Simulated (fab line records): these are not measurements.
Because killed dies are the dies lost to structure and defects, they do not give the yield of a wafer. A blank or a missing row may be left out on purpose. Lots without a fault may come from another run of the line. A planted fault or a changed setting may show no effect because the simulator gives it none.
Struck lot and sound lot, side by side | flow nand harc | 15 steps out of a route of 1159
Sound: wafers L256.1, L256.2, L256.4. Wafers struck: L258.2, L258.3, L258.4. At the end, the cause is stated.
Per side, at each step with rows, come the tool, then ch with its chambers, and then its first start. Under that, the readings that differ: sound wafers | struck wafers | difference of the means | sigmas: that difference in standard deviations of wafers without a fault.
alike: readings whose means differ by less than 2 such deviations, and words and numbers that are the same on both sides. not compared: withheld readings, readings that some wafer has no value for, bounds like >300 that may hide the same value, and numbers for which the record gives no deviation and whose values overlap.
The two part at a step that has a row with sigmas, a row that says differs or no value, or rows on one side only. Numbers that have no deviation but don't overlap get no sigmas and don't part them. A reading that every wafer of one side lacks parts them only if that side has two wafers or more.

first, 9 steps without rows for these wafers: NHARC_P_ZERO_WELL_DEHYDRATE_03 (time 120 s); NHARC_P_ZERO_WELL_HMDS_04 (time 30 s); NHARC_P_ZERO_WELL_COAT_64 (time 65 s); NHARC_P_ZERO_WELL_COAT_05 (resist thk 600 nm); NHARC_P_ZERO_WELL_SOFTBAKE_06 (time 70 s); NHARC_P_ZERO_WELL_EBR_07; NHARC_P_ZERO_WELL_EXPOSE_08 (exposes mask P ZERO, target cd 500 nm); NHARC_P_ZERO_WELL_PEB_09 (peb time 80 s); NHARC_P_ZERO_WELL_DEVELOP_10 (time 50 s).
NHARC_P_ZERO_WELL_CD_MEAS_11: target cd 500 nm.
  sound on cd sem-03 ch 0, day 2 13:15; struck on cd sem-01 ch 0, day 3 01:26
  alike: cd nm
then, 1 step without rows for these wafers: NHARC_P_ZERO_WELL_HARDBAKE_12 (time 65 s).
NHARC_P_ZERO_WELL_DESCUM_13: chemistry O2, time 3 s.
  sound on rie diel-09 ch 0,1,2, day 2 13:25; struck on rie diel-10 ch 0,2,3, day 3 01:37
  reading                | sound       | struck      | difference | sigmas
  rf hours counter h (h) | 8.7 7.6 8.6 | 1.7 2.8 2.7 | -5.9       |
  alike: drypump motor current A, oes product au, rf vpp V, showerhead plenum p Torr, throttle valve pct
NHARC_P_ZERO_WELL_ETCH_65: etches the open film in N2/H2, target depth 80 nm, overetch 24 nm, time 87.88 s.
  sound on rie diel-09 ch 0,1,2, day 2 13:30; struck on rie diel-10 ch 0,1,2, day 3 01:42
  no value came back on the struck wafers for any of 8 readings (bias w (W), chamber pressure mTorr (mTorr) and others); on the sound wafers bias w (W) reads 149.5 150.0 149.8
NHARC_P_ZERO_WELL_ETCH_62: etches the open film in CHF3/Ar, target depth 13 nm, time 6.5 s.
  sound on rie diel-09 ch 0,1,3; struck on rie diel-10 ch 0,1,3, day 3 01:47
  reading                | sound       | struck      | difference | sigmas
  rf hours counter h (h) | 7.6 8.7 7.8 | 2.8 1.9 2.8 | -5.5       |
  alike: bias w, chamber pressure mTorr, drypump motor current A, oes product au, rf vpp V, showerhead plenum p Torr, throttle valve pct
-- break in the record here, with 18 days between the starts of the struck wafers on either side (left off in module P_ZERO_WELL, picked up again in module END, where the first step shown is number 1159 on the route) --
NHARC_END_SORT_01:
  here the record holds rows for the struck wafers (prober-01 ch 0, day 21 05:36) but none for the sound ones

## WHERE THEY PART
First at NHARC_P_ZERO_WELL_ETCH_65; last, within this record, at NHARC_END_SORT_01.

WHY: what had been put in by the simulator
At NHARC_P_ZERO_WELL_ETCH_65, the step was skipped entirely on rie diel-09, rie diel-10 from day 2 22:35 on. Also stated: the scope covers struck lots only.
